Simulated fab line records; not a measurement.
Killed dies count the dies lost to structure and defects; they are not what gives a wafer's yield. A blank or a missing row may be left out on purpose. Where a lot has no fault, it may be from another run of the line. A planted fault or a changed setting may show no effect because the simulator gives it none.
What tool caused it? ; flow n5 finfet ; 36 wafers from 12 lots sampled at 2 of the route's 1938 steps

WHAT THE GAUGES SHOWED, per wafer
N5_BEOL_M7_CD_MEAS_18: pitch 80 nm, target cd 40 nm.
lot;measured;on;cd nm (nm)
L075;day 8 21:35;cd sem-02;40.7 41.1 40.8
L076;day 9 18:10;cd sem-01;40.3 41.8 40.5
L079;day 10 15:35;cd sem-02;41.3 40.4 40.6
L080;day 10 19:10;cd sem-02;39.8 40.4 40.3
L083;day 11 14:47;cd sem-02;40.9 40.4 40.9
L085;day 12 02:47;cd sem-02;41.5 40.4 40.3
L088;day 12 15:42;cd sem-02;40.0 39.5 39.4
L090;day 12 23:21;cd sem-03;39.6 39.3 40.0
L091;day 13 08:08;cd sem-03;40.3 40.1 39.5
L092;day 14 01:01;cd sem-03;39.1 39.8 40.4
L097;day 14 10:50;cd sem-02;40.8 40.2 40.1
L096;day 14 11:27;cd sem-03;39.9 38.9 39.6

WHICH TOOL RAN EACH LOT (tool, then ch and the chambers of the sampled wafers, then the start)
lot;N5_BEOL_M7_ETCH_61
L075;rie diel-05 ch 0,1,3, day 8 21:04
L076;rie diel-04 ch 0,1,3, day 9 17:44
L079;rie diel-04 ch 2,3, day 10 15:01
L080;rie diel-05 ch 1,3, day 10 18:24
L083;rie diel-02 ch 0,2,3, day 11 14:22
L085;rie diel-04 ch 0,1,2, day 12 02:19
L088;rie diel-05 ch 0,2,3, day 12 15:16
L090;rie diel-02 ch 1,3, day 12 22:47
L091;rie diel-02 ch 2,3, day 13 07:43
L092;rie diel-02 ch 0,1,2, day 14 00:28
L097;rie diel-05 ch 0,1, day 14 10:24
L096;rie diel-05 ch 1,2,3, day 14 11:02
- N5_BEOL_M7_ETCH_61: etches SiARC in CF4, target depth 45.5 nm, time 75.8 s.

THE ANSWER, worked out from the rows above alone
Rule: what is usual is taken from the lots themselves. Put in order of their means at a reading, lots are off if they are a third of the lots or fewer, leave a main group of 4 or more, and stand apart from it by a gap of 3 or more times the standard deviation of the main group's means; of several such gaps the widest counts. The tables above print the reading to a certain number of digits; a main group whose means all agree to those digits is not used. Also off: a lot with no number at a reading for which 4 or more lots have one. The other lots that the step has rows for count as sound.
None of the lots is off at any reading shown; this tells nothing.

WHAT WAS PUT IN BY THE SIMULATOR
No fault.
